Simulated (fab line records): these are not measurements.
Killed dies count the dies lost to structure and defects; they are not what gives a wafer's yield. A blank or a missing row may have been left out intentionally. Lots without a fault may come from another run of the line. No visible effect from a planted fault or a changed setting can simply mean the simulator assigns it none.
Matching of chambers :: flow nand harc :: wet bench-03 running NHARC_A_CONTACT_STRIP_56: 8 sister chambers
The step strips in post etch residue remover, time 600 s. 14 wafers are shown with their chamber, then 8 later ones without.

WAFERS WITH THEIR CHAMBER
wafer: L658.1
chamber: 1
bath heat duty pct (%): 11.7

wafer: L658.5
chamber: 0
bath heat duty pct (%): 13.7

wafer: L658.6
chamber: 2
bath heat duty pct (%): 14.8

wafer: L661.5
chamber: 0
bath heat duty pct (%): 13.6

wafer: L664.2
chamber: 6
bath heat duty pct (%): 12.4

wafer: L664.5
chamber: 7
bath heat duty pct (%): 12.7

wafer: L664.6
chamber: 3
bath heat duty pct (%): 11.5

wafer: L665.1
chamber: 2
bath heat duty pct (%): 14.6

wafer: L665.5
chamber: 5
bath heat duty pct (%): 13.5

wafer: L665.6
chamber: 4
bath heat duty pct (%): 14.2

wafer: L677.1
chamber: 4
bath heat duty pct (%): 14.9

wafer: L677.2
chamber: 5
bath heat duty pct (%): 15.4

wafer: L677.4
chamber: 3
bath heat duty pct (%): 12.6

wafer: L679.1
chamber: 7
bath heat duty pct (%): 12.7

WAFERS WHOSE CHAMBER IS MISSING
wafer: L679.5
bath heat duty pct (%): 12.3

wafer: L679.6
bath heat duty pct (%): 12.6

wafer: L676.1
bath heat duty pct (%): 12.3

wafer: L676.5
bath heat duty pct (%): 13.8

wafer: L676.6
bath heat duty pct (%): 14.2

wafer: L680.3
bath heat duty pct (%): 11.6

wafer: L680.4
bath heat duty pct (%): 15.7

wafer: L680.6
bath heat duty pct (%): 14.5

WHICH CHAMBER EACH ONE RAN IN
wafer: L679.5
from the rows above: can't be placed: 6 or 3 or 7 or 1 or 0
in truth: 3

wafer: L679.6
from the rows above: can't be placed: 7 or 6 or 3 or 1 or 0
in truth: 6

wafer: L676.1
from the rows above: can't be placed: 6 or 3 or 7 or 1 or 0
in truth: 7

wafer: L676.5
from the rows above: can't be placed: 0 or 5 or 4 or 2 or 7 or 6
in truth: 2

wafer: L676.6
from the rows above: can't be placed: 5 or 4 or 2 or 0 or 7
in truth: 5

wafer: L680.3
from the rows above: can't be placed: 1 or 3 or 6 or 7
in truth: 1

wafer: L680.4
from the rows above: can't be placed: 2 or 4 or 5 or 0
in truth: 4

wafer: L680.6
from the rows above: can't be placed: 4 or 5 or 2 or 0
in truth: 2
Correct placement for 0 of the 8. Cannot be placed on the basis of these rows: 8; the candidates contain the true chamber in 8. 0 placed wrongly.
How it was worked out, from the rows above alone: a wafer's distance from a chamber is the root of the sum, over the readings, of the square of ((its reading less the chamber's mean) divided by the reading's scatter). If the next closest chamber is less than 2 further off than the closest, the wafer can't be placed; otherwise it belongs to the closest. The mean given for a chamber averages the wafers shown for that chamber. The scatter: take each reading less its chamber's mean, square it, sum over the shown wafers, divide by the number of wafers less the number of chambers, and take the root.
